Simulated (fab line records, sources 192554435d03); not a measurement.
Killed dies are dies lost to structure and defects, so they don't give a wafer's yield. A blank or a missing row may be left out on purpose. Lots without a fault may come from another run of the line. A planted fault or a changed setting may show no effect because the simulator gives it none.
Split-lot experiment | flow n5_finfet | 7 lots, 39 wafers read, on a route of 1938 steps

THE SPLIT
At N5_GATE_CUT_ETCH_58 (etches SiNx in CH3F/O2, target depth 17 nm, time 128.6 s), the setting time_s was moved away from the recipe's 128.6 s on 15 of the 39 wafers read, by -23.5% to +17.3%. The other wafers ran this setting at the recipe's value.

The reading is taken at the split's own step.

THE READING
SiNx_of_SDB_ALD_29.thk_nm (the simulator's own value, which no gauge read), in nm, at N5_GATE_CUT_ETCH_58 (etches SiNx in CH3F/O2, target depth 17 nm, time 128.6 s). The file gives no usual value for it. The 24 wafers here that ran the recipe average 24.6 nm, standard deviation 0.13 nm.

wafer  | tool, chamber at the split | time_s as run, s | against the recipe | SiNx_of_SDB_ALD_29.thk_nm, nm | against lot-mates on the recipe
L077.1 | rie_diel-05, 2             | 128.6            | recipe             | 24.4                          | -
L077.2 | rie_diel-05, 1             | 128.6            | recipe             | 24.4                          | -
L077.3 | rie_diel-05, 0             | 128.6            | recipe             | 24.2                          | -
L077.4 | rie_diel-05, 3             | 128.6            | recipe             | 24.6                          | -
L077.5 | rie_diel-05, 2             | 128.6            | recipe             | 24.4                          | -
L077.6 | rie_diel-05, 1             | 128.6            | recipe             | 24.6                          | -
L080.1 | rie_diel-06, 0             | 128.6            | recipe             | 24.8                          | -
L080.2 | rie_diel-06, 2             | 128.6            | recipe             | 24.6                          | -
L080.3 | rie_diel-06, 3             | 108.4            | -15.7%             | 24.8                          | +0.1
L080.4 | rie_diel-06, 1             | 108.4            | -15.7%             | 25.2                          | +0.5
L080.5 | rie_diel-06, 2             | 108.4            | -15.7%             | 25                            | +0.3
L080.6 | rie_diel-06, 3             | 128.6            | recipe             | 24.6                          | -
L087.1 | rie_diel-05, 2             | 128.6            | recipe             | 24.6                          | -
L087.2 | rie_diel-05, 0             | 128.6            | recipe             | 24.6                          | -
L087.3 | rie_diel-05, 1             | 100.4            | -21.9%             | 25.2                          | +0.6
L087.4 | rie_diel-05, 3             | 128.6            | recipe             | 24.6                          | -
L087.5 | rie_diel-05, 3             | 100.4            | -21.9%             | 25.2                          | +0.6
L087.6 | rie_diel-05, 0             | 100.4            | -21.9%             | 25                            | +0.4
L089.1 | rie_diel-06, 0             | 128.6            | recipe             | 24.6                          | -
L089.3 | rie_diel-06, 3             | 128.6            | recipe             | 24.6                          | -
L089.4 | rie_diel-06, 2             | 128.6            | recipe             | 24.6                          | -
L092.1 | rie_diel-06, 0             | 128.6            | recipe             | 24.8                          | -
L092.2 | rie_diel-06, 2             | 150.9            | +17.3%             | 24.4                          | -0.2
L092.3 | rie_diel-06, 3             | 150.9            | +17.3%             | 24                            | -0.6
L092.4 | rie_diel-06, 1             | 128.6            | recipe             | 24.6                          | -
L092.5 | rie_diel-06, 0             | 150.9            | +17.3%             | 24                            | -0.6
L092.6 | rie_diel-06, 3             | 128.6            | recipe             | 24.4                          | -
L094.1 | rie_diel-05, 2             | 128.6            | recipe             | 24.6                          | -
L094.2 | rie_diel-05, 3             | 98.41            | -23.5%             | 25.2                          | +0.7
L094.3 | rie_diel-05, 0             | 98.41            | -23.5%             | 25.2                          | +0.7
L094.4 | rie_diel-05, 1             | 128.6            | recipe             | 24.6                          | -
L094.5 | rie_diel-05, 3             | 98.41            | -23.5%             | 25.2                          | +0.7
L094.6 | rie_diel-05, 0             | 128.6            | recipe             | 24.4                          | -
L096.1 | rie_diel-06, 2             | 110.1            | -14.4%             | 24.8                          | +0.3
L096.2 | rie_diel-06, 0             | 128.6            | recipe             | 24.4                          | -
L096.3 | rie_diel-06, 1             | 128.6            | recipe             | 24.6                          | -
L096.4 | rie_diel-06, 3             | 110.1            | -14.4%             | 24.8                          | +0.3
L096.5 | rie_diel-06, 2             | 110.1            | -14.4%             | 24.8                          | +0.3
L096.6 | rie_diel-06, 1             | 128.6            | recipe             | 24.6                          | -

THE FIT
A straight line over all 39 wafers: SiNx_of_SDB_ALD_29.thk_nm changes by -0.0257 nm for each +1% of time_s; r = -0.90; the points scatter about the line by 0.14 nm.
The same after taking each lot's own level away (the mean of its wafers on the recipe; 39 wafers): -0.0253 nm for each +1%; r = -0.92; scatter 0.12 nm.
On that fit, the largest move of time_s shifts the reading by 0.59 nm.
The lots' own levels span 24.43 to 24.67 nm, that is 1.8 times the standard deviation above.
So the lot-to-lot level changes the slope little: the two slopes agree.
Check: with one of the wafers moved furthest among these (-23.5%) left out of the fit, the line predicts +0.573 nm for it against its lot-mates. It came out at +0.667 nm against them.

OTHER SPLITS ON THESE WAFERS
These wafers also went through other splits before the reading. Each is held against what the fit with the lots' levels taken away leaves over:
other split on the same wafers     | wafers away from the commonest value | r with SiNx_of_SDB_ALD_29.thk_nm (lot level and that fit taken away)
N5_WELL_APT_EXPOSE_05 dose_mj      | 12                                   | +0.11
N5_WELL_APT_IMPLANT_32 energy_kev  | 15                                   | -0.01
N5_FIN_SAQP_HM_DEP_03 time_s       | 15                                   | -0.05
N5_HKMG_FIN_ETCH_86 target_depth_a | 18                                   | -0.20
N5_GATE_CUT_ETCH_56 icp_w          | 15                                   | -0.08

THE WHOLE CHAIN: every reading that the file lists as answering this split, in the file's order
step                | what it does                                             | reading                                                                    | change (the file's fit)                | r (the file's)
N5_GATE_CUT_ETCH_58 | etches SiNx in CH3F/O2, target depth 17 nm, time 128.6 s | etch.depth_nm (the simulator's own value, which no gauge read)             | +0.171 nm for each +1% of the setting  | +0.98
N5_GATE_CUT_ETCH_58 | etches SiNx in CH3F/O2, target depth 17 nm, time 128.6 s | SiNx_of_SDB_ALD_29.thk_nm (the simulator's own value, which no gauge read) | -0.0249 nm for each +1% of the setting | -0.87

THE FILE'S OWN FIT
SiNx_of_SDB_ALD_29.thk_nm changes by -0.0249 nm for each +1% of time_s, r = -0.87.
